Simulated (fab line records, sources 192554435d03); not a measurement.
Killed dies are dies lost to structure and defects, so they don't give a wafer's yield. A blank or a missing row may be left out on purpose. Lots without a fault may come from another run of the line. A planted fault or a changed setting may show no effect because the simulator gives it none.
Split-lot experiment | flow n5_finfet | 7 lots, 39 wafers read, on a route of 1938 steps

THE SPLIT
At N5_BEOL_M7_PECVD_70 (deposits SiO2 from TEOS/O2, target thk 20 nm, time 22.7 s), the setting time_s was moved away from the recipe's 22.7 s on 12 of the 39 wafers read, by -53.2% to +34.0%. The other wafers ran this setting at the recipe's value.

The reading is taken at the split's own step.

THE READING
SiO2_of_BEOL_M7_PECVD_70.thk_nm (the simulator's own value, which no gauge read), in nm, at N5_BEOL_M7_PECVD_70 (deposits SiO2 from TEOS/O2, target thk 20 nm, time 22.7 s). The file gives no usual value for it. The 27 wafers here that ran the recipe average 19.9 nm, standard deviation 0.24 nm.

wafer  | tool, chamber at the split | time_s as run, s | against the recipe | SiO2_of_BEOL_M7_PECVD_70.thk_nm, nm | against lot-mates on the recipe
L082.1 | pecvd-03, 1,0              | 22.7             | recipe             | 19.6                                | -
L082.2 | pecvd-03, 1,0              | 22.7             | recipe             | 19.6                                | -
L082.3 | pecvd-03, 2                | 22.7             | recipe             | 19.4                                | -
L082.4 | pecvd-03, 0                | 22.7             | recipe             | 20                                  | -
L082.5 | pecvd-03, 1                | 22.7             | recipe             | 19.8                                | -
L082.6 | pecvd-03, 2                | 22.7             | recipe             | 20.2                                | -
L083.1 | pecvd-02, 1,0              | 22.7             | recipe             | 19.8                                | -
L083.2 | pecvd-02, 1,0              | 22.7             | recipe             | 19.8                                | -
L083.3 | pecvd-02, 2                | 22.7             | recipe             | 20                                  | -
L083.4 | pecvd-02, 1,2,0            | 22.7             | recipe             | 20.2                                | -
L083.5 | pecvd-02, 1,2,0            | 22.7             | recipe             | 20.2                                | -
L083.6 | pecvd-02, 1,2,0            | 22.7             | recipe             | 20.2                                | -
L085.1 | pecvd-03, 0,1              | 22.7             | recipe             | 19.8                                | -
L085.4 | pecvd-03, 0,1              | 22.7             | recipe             | 19.8                                | -
L085.2 | pecvd-03, 1                | 30.41            | +34.0%             | 26                                  | +6.1
L085.3 | pecvd-03, 2                | 30.41            | +34.0%             | 26.4                                | +6.5
L085.5 | pecvd-03, 2                | 22.7             | recipe             | 20.2                                | -
L085.6 | pecvd-03, 0                | 30.41            | +34.0%             | 26.8                                | +6.9
L090.3 | pecvd-04, 2,2,0            | 22.7             | recipe             | 20                                  | -
L090.5 | pecvd-04, 2,2,0            | 22.7             | recipe             | 20                                  | -
L090.6 | pecvd-04, 2,2,0            | 22.7             | recipe             | 20                                  | -
L093.1 | pecvd-03, 1                | 10.62            | -53.2%             | 9.2                                 | -10.6
L093.2 | pecvd-03, 0                | 10.62            | -53.2%             | 9.4                                 | -10.4
L093.3 | pecvd-03, 2                | 22.7             | recipe             | 19.6                                | -
L093.4 | pecvd-03, 0                | 22.7             | recipe             | 20                                  | -
L093.5 | pecvd-03, 2                | 22.7             | recipe             | 19.8                                | -
L093.6 | pecvd-03, 1                | 10.62            | -53.2%             | 9.6                                 | -10.2
L094.1 | pecvd-03, 2,0,1            | 17.45            | -23.1%             | 15.2                                | -4.5
L094.5 | pecvd-03, 2,0,1            | 17.45            | -23.1%             | 15.2                                | -4.5
L094.6 | pecvd-03, 2,0,1            | 17.45            | -23.1%             | 15.2                                | -4.5
L094.2 | pecvd-03, 0                | 22.7             | recipe             | 19.4                                | -
L094.3 | pecvd-03, 1                | 22.7             | recipe             | 19.6                                | -
L094.4 | pecvd-03, 2                | 22.7             | recipe             | 20                                  | -
L096.1 | pecvd-04, 2,1              | 29.1             | +28.2%             | 25.2                                | +5.1
L096.3 | pecvd-04, 2,1              | 29.1             | +28.2%             | 25.2                                | +5.1
L096.2 | pecvd-04, 0,1              | 22.7             | recipe             | 20                                  | -
L096.5 | pecvd-04, 0,1              | 22.7             | recipe             | 20                                  | -
L096.4 | pecvd-04, 0                | 22.7             | recipe             | 20.2                                | -
L096.6 | pecvd-04, 2                | 29.1             | +28.2%             | 25.6                                | +5.5
Where a row lists several chambers, the file gives one row for several wafers and doesn't say which wafer went through which chamber.

THE FIT
A straight line over all 39 wafers: SiO2_of_BEOL_M7_PECVD_70.thk_nm changes by +0.196 nm for each +1% of time_s; r = +1.00; the points scatter about the line by 0.24 nm.
The same after taking each lot's own level away (the mean of its wafers on the recipe; 39 wafers): +0.193 nm for each +1%; r = +1.00; scatter 0.21 nm.
On that fit, the largest move of time_s shifts the reading by 10 nm.
The lots' own levels span 19.67 to 20.07 nm, that is 1.7 times the standard deviation above.
So the lot-to-lot level changes the slope little: the two slopes agree.
Check: with one of the wafers moved furthest among these (-53.2%) left out of the fit, the line predicts -10.2 nm for it against its lot-mates. It came out at -10.6 nm against them.

OTHER SPLITS ON THESE WAFERS
These wafers also went through other splits before the reading. Each is held against what the fit with the lots' levels taken away leaves over:
other split on the same wafers           | wafers away from the commonest value | r with SiO2_of_BEOL_M7_PECVD_70.thk_nm (lot level and that fit taken away)
N5_BEOL_M2_TRENCH_ETCH_37 target_depth_a | 15                                   | -0.12
N5_BEOL_M4_DESCUM_16 time_s              | 15                                   | -0.18

THE FILE'S OWN FIT
SiO2_of_BEOL_M7_PECVD_70.thk_nm changes by +0.193 nm for each +1% of time_s, r = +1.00.
